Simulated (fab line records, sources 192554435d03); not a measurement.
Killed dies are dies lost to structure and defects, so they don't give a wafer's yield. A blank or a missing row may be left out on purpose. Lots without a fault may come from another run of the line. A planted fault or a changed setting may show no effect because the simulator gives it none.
Chamber matching | flow n5_finfet | N5_BEOL_M0_SAQP_PECVD_96 on pecvd-02: 3 sister chambers
The step deposits a-Si from SiH4/He, target thk 45 nm, time 45.2 s. 20 wafers are shown with their chamber, then 10 later ones without.

WAFERS WITH THEIR CHAMBER
wafer  | chamber | throttle_valve_pct (%) | showerhead_plenum_p_Torr (Torr) | heater_power_w (W)
L074.1 | 0       | 18.7                   | 5.70                            | 667
L074.3 | 1       | 19.8                   | 5.74                            | 564
L074.5 | 1       | 19.6                   | 5.74                            | 580
L078.2 | 2       | 17.6                   | 5.73                            | 570
L078.4 | 1       | 19.8                   | 5.74                            | 589
L078.5 | 2       | 17.7                   | 5.72                            | 567
L082.2 | 2       | 17.6                   | 5.71                            | 617
L082.4 | 2       | 17.7                   | 5.74                            | 607
L082.6 | 0       | 18.6                   | 5.69                            | 620
L083.2 | 1       | 19.7                   | 5.75                            | 493
L083.4 | 1       | 19.9                   | 5.75                            | 513
L083.5 | 0       | 18.7                   | 5.69                            | 673
L088.2 | 0       | 18.3                   | 5.71                            | 588
L088.3 | 2       | 17.7                   | 5.72                            | 573
L088.5 | 2       | 17.4                   | 5.71                            | 557
L091.2 | 1       | 19.8                   | 5.74                            | 584
L091.4 | 1       | 20.0                   | 5.75                            | 588
L091.6 | 2       | 17.5                   | 5.72                            | 573
L094.4 | 0       | 18.5                   | 5.70                            | 585
L094.5 | 1       | 20.2                   | 5.74                            | 588

SIGNATURES (means of the wafers above)
reading                  | chamber 0 | chamber 1 | chamber 2 | scatter within a chamber
throttle_valve_pct       | 18.560    | 19.850    | 17.600    | 0.159
showerhead_plenum_p_Torr | 5.6980    | 5.7438    | 5.7214    | 0.00824
heater_power_w           | 626.60    | 562.38    | 580.57    | 34.4
Rule: a wafer's distance from a chamber is the root of the sum, over the readings, of the square of ((its reading less the chamber's mean) divided by the reading's scatter). The wafer belongs to the nearest chamber; if the next one is less than 2 further off, it can't be placed. The scatter: the root of (the sum of the squares of (reading less its chamber's mean) over the shown wafers, divided by (wafers less chambers)).

WAFERS WITHOUT THEIR CHAMBER
wafer  | throttle_valve_pct (%) | showerhead_plenum_p_Torr (Torr) | heater_power_w (W)
L094.6 | 18.0                   | 5.70                            | 527
L095.1 | 19.9                   | 5.75                            | 556
L095.5 | 19.9                   | 5.75                            | 554
L095.6 | 18.1                   | 5.72                            | 617
L097.1 | 18.7                   | 5.69                            | 672
L097.4 | 18.6                   | 5.69                            | 667
L097.5 | 17.7                   | 5.72                            | 540
L096.1 | 18.4                   | 5.68                            | 620
L096.2 | 18.0                   | 5.71                            | 576
L096.3 | 20.0                   | 5.74                            | 500

WHICH CHAMBER EACH WENT THROUGH
wafer  | from the rows above     | in truth
L094.6 | can't be placed: 2 or 0 | 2
L095.1 | 1                       | 1
L095.5 | 1                       | 1
L095.6 | can't be placed: 2 or 0 | 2
L097.1 | 0                       | 0
L097.4 | 0                       | 0
L097.5 | 2                       | 2
L096.1 | 0                       | 0
L096.2 | can't be placed: 2 or 0 | 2
L096.3 | 1                       | 1
Placed correctly: 7 of 10. Can't be placed from these rows: 3 (the true chamber is among the candidates in 3). Placed wrongly: 0.
